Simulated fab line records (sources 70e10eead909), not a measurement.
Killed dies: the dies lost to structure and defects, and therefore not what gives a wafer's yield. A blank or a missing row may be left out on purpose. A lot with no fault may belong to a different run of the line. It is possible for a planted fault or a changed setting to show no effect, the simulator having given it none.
The tool behind it: which one? / flow nandHarc / 14 lots with 42 wafers sampled at 4 steps, on a route of 1302 steps

== WHAT THE GAUGES READ, wafer by wafer ==
NHARC_P_M1_CD_MEAS_09: the cd target is 130 nm. Usual: cdNm reads 130.1 nm (standard deviation 0.77).
lot=L288; measured=day 6 09:43; on=cdSem-03; cdNm (nm)=129.4 130.2 131.2; flag=
lot=L290; measured=day 6 22:57; on=cdSem-03; cdNm (nm)=130.3 131.8 131.5; flag=
lot=L291; measured=day 7 10:14; on=cdSem-02; cdNm (nm)=132.1 130.9 131.2; flag=
lot=L292; measured=day 8 06:37; on=cdSem-03; cdNm (nm)=129.5 130.6 131.3; flag=
lot=L293; measured=day 8 07:31; on=cdSem-01; cdNm (nm)=130.2 130.8 130.1; flag=
lot=L294; measured=day 8 15:40; on=cdSem-02; cdNm (nm)=129.0 130.0 129.1; flag=
lot=L295; measured=day 9 13:24; on=cdSem-01; cdNm (nm)=130.3 131.8 130.8; flag=
lot=L296; measured=day 9 18:02; on=cdSem-01; cdNm (nm)=129.1 129.9 129.3; flag=
lot=L297; measured=day 10 00:56; on=cdSem-02; cdNm (nm)=129.3 131.7 131.2; flag=
lot=L298; measured=day 10 09:07; on=cdSem-02; cdNm (nm)=131.1 129.6 131.0; flag=
lot=L299; measured=day 10 20:57; on=cdSem-01; cdNm (nm)=129.9 129.6 130.8; flag=
lot=L304; measured=day 13 00:08; on=cdSem-03; cdNm (nm)=151.2 151.6 151.0 151.5 151.9 150.4; flag=OFF
lot=L307; measured=day 14 04:51; on=cdSem-03; cdNm (nm)=147.3 146.6 146.8 147.2 146.6 146.5; flag=OFF
lot=L310; measured=day 15 12:19; on=cdSem-03; cdNm (nm)=129.5 130.2 130.1; flag=

== WHICH TOOL RAN EACH LOT (tool, then ch and the chambers of the sampled wafers, then the start) ==
lot=L288; NHARC_P_M0_PVD_21=pvdSputter-01, day 6 07:41 or earlier; NHARC_P_M0_ANNEAL_30=rtpAnneal-02 ch 0, day 6 07:41; NHARC_P_M1_EXPOSE_06=arfiScanner-01 ch 0, day 6 09:35
lot=L290; NHARC_P_M0_PVD_21=pvdSputter-02, day 6 20:36 or earlier; NHARC_P_M0_ANNEAL_30=rtpAnneal-02 ch 0, day 6 20:36; NHARC_P_M1_EXPOSE_06=arfiScanner-03 ch 0, day 6 22:49
lot=L291; NHARC_P_M0_PVD_21=pvdSputter-02, day 7 08:02 or earlier; NHARC_P_M0_ANNEAL_30=rtpAnneal-02 ch 0, day 7 08:02; NHARC_P_M1_EXPOSE_06=arfiScanner-01 ch 0, day 7 10:06
lot=L292; NHARC_P_M0_PVD_21=pvdSputter-01, day 8 04:23 or earlier; NHARC_P_M0_ANNEAL_30=rtpAnneal-01 ch 0, day 8 04:23; NHARC_P_M1_EXPOSE_06=arfiScanner-03 ch 0, day 8 06:28
lot=L293; NHARC_P_M0_PVD_21=pvdSputter-02, day 8 05:31 or earlier; NHARC_P_M0_ANNEAL_30=rtpAnneal-02 ch 0, day 8 05:31; NHARC_P_M1_EXPOSE_06=arfiScanner-03 ch 0, day 8 07:22
lot=L294; NHARC_P_M0_PVD_21=pvdSputter-02, day 8 13:30 or earlier; NHARC_P_M0_ANNEAL_30=rtpAnneal-02 ch 0, day 8 13:30; NHARC_P_M1_EXPOSE_06=arfiScanner-01 ch 0, day 8 15:32
lot=L295; NHARC_P_M0_PVD_21=pvdSputter-03, day 9 10:48; NHARC_P_M0_ANNEAL_30=rtpAnneal-01 ch 0, day 9 11:19; NHARC_P_M1_EXPOSE_06=arfiScanner-01 ch 0, day 9 13:16
lot=L296; NHARC_P_M0_PVD_21=pvdSputter-03, day 9 15:49 or earlier; NHARC_P_M0_ANNEAL_30=rtpAnneal-02 ch 0, day 9 15:49; NHARC_P_M1_EXPOSE_06=arfiScanner-02 ch 0, day 9 17:53
lot=L297; NHARC_P_M0_PVD_21=pvdSputter-01, day 9 22:54 or earlier; NHARC_P_M0_ANNEAL_30=rtpAnneal-01 ch 0, day 9 22:54; NHARC_P_M1_EXPOSE_06=arfiScanner-02 ch 0, day 10 00:48
lot=L298; NHARC_P_M0_PVD_21=pvdSputter-01, day 10 06:54 or earlier; NHARC_P_M0_ANNEAL_30=rtpAnneal-01 ch 0, day 10 06:54; NHARC_P_M1_EXPOSE_06=arfiScanner-01 ch 0, day 10 08:58
lot=L299; NHARC_P_M0_PVD_21=pvdSputter-02, day 10 18:53 or earlier; NHARC_P_M0_ANNEAL_30=rtpAnneal-02 ch 0, day 10 18:53; NHARC_P_M1_EXPOSE_06=arfiScanner-03 ch 0, day 10 20:49
lot=L304; NHARC_P_M0_PVD_21=pvdSputter-03, day 12 22:05 or earlier; NHARC_P_M0_ANNEAL_30=rtpAnneal-01 ch 0, day 12 22:05; NHARC_P_M1_EXPOSE_06=arfiScanner-03 ch 0, day 13 00:01
lot=L307; NHARC_P_M0_PVD_21=pvdSputter-02, day 14 02:44 or earlier; NHARC_P_M0_ANNEAL_30=rtpAnneal-02 ch 0, day 14 02:44; NHARC_P_M1_EXPOSE_06=arfiScanner-03 ch 0, day 14 04:43
lot=L310; NHARC_P_M0_PVD_21=pvdSputter-02, day 15 10:16 or earlier; NHARC_P_M0_ANNEAL_30=rtpAnneal-02 ch 0, day 15 10:16; NHARC_P_M1_EXPOSE_06=arfiScanner-01 ch 0, day 15 12:11
- NHARC_P_M0_PVD_21: deposits Cu, target thk 30 nm, time 20.49 s.
- NHARC_P_M0_ANNEAL_30: time 90 s.
- NHARC_P_M1_EXPOSE_06: exposes mask P M1, target cd 130 nm.

== WHAT THE TOOLS THEMSELVES READ (means of the sampled wafers that have a number; where no wafer has one, the mark that the record gives instead) ==
NHARC_P_M0_PVD_21. Usual: cathodeDcPowerW 5000.0 W, standard deviation 0.84; substrateTempC 30.01 C, standard deviation 0.11; throttleValvePct 30.2 %, standard deviation 1.3.
lot=L288; tool=pvdSputter-01; cathodeDcPowerW (W)=5000.6; substrateTempC (C)=29.99; throttleValvePct (%)=30.2; flag=
lot=L290; tool=pvdSputter-02; cathodeDcPowerW (W)=5000.1; substrateTempC (C)=30.14; throttleValvePct (%)=30.1; flag=
lot=L291; tool=pvdSputter-02; cathodeDcPowerW (W)=4999.3; substrateTempC (C)=29.99; throttleValvePct (%)=30.6; flag=
lot=L292; tool=pvdSputter-01; cathodeDcPowerW (W)=5000.1; substrateTempC (C)=29.94; throttleValvePct (%)=30.0; flag=
lot=L293; tool=pvdSputter-02; cathodeDcPowerW (W)=5001.2; substrateTempC (C)=30.13; throttleValvePct (%)=31.1; flag=
lot=L294; tool=pvdSputter-02; cathodeDcPowerW (W)=5000.5; substrateTempC (C)=29.91; throttleValvePct (%)=30.2; flag=
lot=L295; tool=pvdSputter-03; cathodeDcPowerW (W)=4999.7; substrateTempC (C)=30.06; throttleValvePct (%)=30.9; flag=
lot=L296; tool=pvdSputter-03; cathodeDcPowerW (W)=4999.6; substrateTempC (C)=29.91; throttleValvePct (%)=29.7; flag=
lot=L297; tool=pvdSputter-01; cathodeDcPowerW (W)=4999.6; substrateTempC (C)=30.01; throttleValvePct (%)=30.5; flag=
lot=L298; tool=pvdSputter-01; cathodeDcPowerW (W)=5000.8; substrateTempC (C)=30.06; throttleValvePct (%)=29.5; flag=
lot=L299; tool=pvdSputter-02; cathodeDcPowerW (W)=5000.5; substrateTempC (C)=29.97; throttleValvePct (%)=29.5; flag=
lot=L304; tool=pvdSputter-03; cathodeDcPowerW (W)=5000.8; substrateTempC (C)=30.06; throttleValvePct (%)=28.2; flag=
lot=L307; tool=pvdSputter-02; cathodeDcPowerW (W)=4999.8; substrateTempC (C)=30.04; throttleValvePct (%)=30.2; flag=
lot=L310; tool=pvdSputter-02; cathodeDcPowerW (W)=5000.8; substrateTempC (C)=30.00; throttleValvePct (%)=30.1; flag=

NHARC_P_M0_ANNEAL_30. Usual: wafer_temp_C_max reads 226.18 (standard deviation 0.28).
lot=L288 tool=rtpAnneal-02 wafer_temp_C_max=226.14 flag=
lot=L290 tool=rtpAnneal-02 wafer_temp_C_max=226.00 flag=
lot=L291 tool=rtpAnneal-02 wafer_temp_C_max=226.11 flag=
lot=L292 tool=rtpAnneal-01 wafer_temp_C_max=226.34 flag=
lot=L293 tool=rtpAnneal-02 wafer_temp_C_max=226.17 flag=
lot=L294 tool=rtpAnneal-02 wafer_temp_C_max=225.93 flag=
lot=L295 tool=rtpAnneal-01 wafer_temp_C_max=226.32 flag=
lot=L296 tool=rtpAnneal-02 wafer_temp_C_max=226.41 flag=
lot=L297 tool=rtpAnneal-01 wafer_temp_C_max=226.29 flag=
lot=L298 tool=rtpAnneal-01 wafer_temp_C_max=226.11 flag=
lot=L299 tool=rtpAnneal-02 wafer_temp_C_max=226.00 flag=
lot=L304 tool=rtpAnneal-01 wafer_temp_C_max=226.36 flag=
lot=L307 tool=rtpAnneal-02 wafer_temp_C_max=226.35 flag=
lot=L310 tool=rtpAnneal-02 wafer_temp_C_max=226.12 flag=

NHARC_P_M1_EXPOSE_06. Usual: exposureDoseMJCm2 reads 81.87 (standard deviation 0.07).
lot=L288 tool=arfiScanner-01 exposureDoseMJCm2=81.93 flag=
lot=L290 tool=arfiScanner-03 exposureDoseMJCm2=81.90 flag=
lot=L291 tool=arfiScanner-01 exposureDoseMJCm2=81.81 flag=
lot=L292 tool=arfiScanner-03 exposureDoseMJCm2=81.83 flag=
lot=L293 tool=arfiScanner-03 exposureDoseMJCm2=81.90 flag=
lot=L294 tool=arfiScanner-01 exposureDoseMJCm2=81.83 flag=
lot=L295 tool=arfiScanner-01 exposureDoseMJCm2=81.91 flag=
lot=L296 tool=arfiScanner-02 exposureDoseMJCm2=81.89 flag=
lot=L297 tool=arfiScanner-02 exposureDoseMJCm2=81.82 flag=
lot=L298 tool=arfiScanner-01 exposureDoseMJCm2=81.80 flag=
lot=L299 tool=arfiScanner-03 exposureDoseMJCm2=81.90 flag=
lot=L304 tool=arfiScanner-03 exposureDoseMJCm2=115.28 flag=OFF
lot=L307 tool=arfiScanner-03 exposureDoseMJCm2=108.62 flag=OFF
lot=L310 tool=arfiScanner-01 exposureDoseMJCm2=81.90 flag=

== THE ANSWER, worked out from the rows above alone ==
Rule: a lot is off if the mean of its wafers that have a number lies more than 3 standard deviations from the usual mean. A lot without any number at a reading at which 4 lots or more have one is off too. All remaining lots with rows at the step are treated as sound. Order of review: gauges by route order, followed by the tools' own readings, for which a lot's mean as printed above is used. At the first step where some lot is off, the reading lying furthest off is the one used; lots without a number count as furthest.
Off at NHARC_P_M1_CD_MEAS_09 (cdNm): L304, L307.
A tool fits if, at a process step before that reading, it ran every lot that is off, and no sound lot after the first of them. The gauges at NHARC_P_M1_CD_MEAS_09 aren't tried: what is off there is off at NHARC_P_M1_EXPOSE_06 too, on other tools, and a gauge's error can't cause that. NHARC_P_M0_PVD_21: start missing for some lots; hours and lot order therefore follow NHARC_P_M0_ANNEAL_30. One fits: NHARC_P_M1_EXPOSE_06 on arfiScanner-03. Its last sound lot is L299 (day 10 20:49), its first lot that is off L304 (day 13 00:01): a fault that began between those two fits.
On the lots that are off, the tool's own readings at NHARC_P_M1_EXPOSE_06 differ by more than 5 times the standard deviation of the sound lots' means, which bears it out; exposureDoseMJCm2 reads 111.95 there versus 81.87 on the sound lots.

== WHAT THE SIMULATOR HAD INSERTED ==
Process parameter drift: arfiScanner-03, from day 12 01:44 on, at NHARC_P_M1_EXPOSE_06. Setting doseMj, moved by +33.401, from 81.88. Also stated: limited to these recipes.
Lots struck among those shown: L304, L307. The rule above found the same.
